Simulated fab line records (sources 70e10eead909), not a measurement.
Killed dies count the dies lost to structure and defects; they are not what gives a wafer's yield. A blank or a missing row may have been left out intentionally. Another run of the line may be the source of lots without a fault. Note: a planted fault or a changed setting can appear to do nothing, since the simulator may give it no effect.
Matching of chambers / flow nand_harc / NHARC_P_M2_CMP_23 on cmp-04 has 4 sister chambers
The step polishes, t overpolish 20 s, target thk 144.3 nm. 4 wafers are shown with their chamber, then 10 later ones without.

== WAFERS, EACH WITH ITS CHAMBER ==
wafer=L086.3; chamber=2; motor_current_A (A)=11.0
wafer=L086.4; chamber=3; motor_current_A (A)=12.0
wafer=L092.2; chamber=0; motor_current_A (A)=11.9
wafer=L092.3; chamber=1; motor_current_A (A)=11.8

== WAFERS WITH NO CHAMBER GIVEN ==
wafer=L092.6; motor_current_A (A)=11.8
wafer=L093.2; motor_current_A (A)=10.6
wafer=L093.3; motor_current_A (A)=12.3
wafer=L093.5; motor_current_A (A)=10.9
wafer=L095.1; motor_current_A (A)=12.3
wafer=L095.2; motor_current_A (A)=10.5
wafer=L095.4; motor_current_A (A)=11.8
wafer=L096.3; motor_current_A (A)=11.1
wafer=L096.5; motor_current_A (A)=10.5
wafer=L096.6; motor_current_A (A)=12.3

== THE CHAMBER EACH PASSED THROUGH ==
wafer=L092.6; from the rows above=can't be placed: 1 or 0 or 3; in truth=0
wafer=L093.2; from the rows above=2; in truth=2
wafer=L093.3; from the rows above=can't be placed: 3 or 0 or 1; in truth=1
wafer=L093.5; from the rows above=2; in truth=2
wafer=L095.1; from the rows above=can't be placed: 3 or 0 or 1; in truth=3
wafer=L095.2; from the rows above=2; in truth=2
wafer=L095.4; from the rows above=can't be placed: 1 or 0 or 3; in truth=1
wafer=L096.3; from the rows above=can't be placed: 2 or 1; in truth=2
wafer=L096.5; from the rows above=2; in truth=2
wafer=L096.6; from the rows above=can't be placed: 3 or 0 or 1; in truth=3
Placed correctly: 4 of 10. Can't be placed from these rows: 6 (the true chamber is among the candidates in 6). Placed wrongly: 0.
How it was worked out, from the rows above alone: a wafer's distance from a chamber is the root of the sum, over the readings, of the square of ((its reading less the chamber's mean) divided by the reading's scatter). The wafer belongs to the nearest chamber; if the next one is less than 2 further off, it can't be placed. For every chamber, the mean is computed from those of its wafers that are shown. The scatter: root of mean squared gap, hidden wafer to nearest shown wafer, with one shown wafer a chamber.
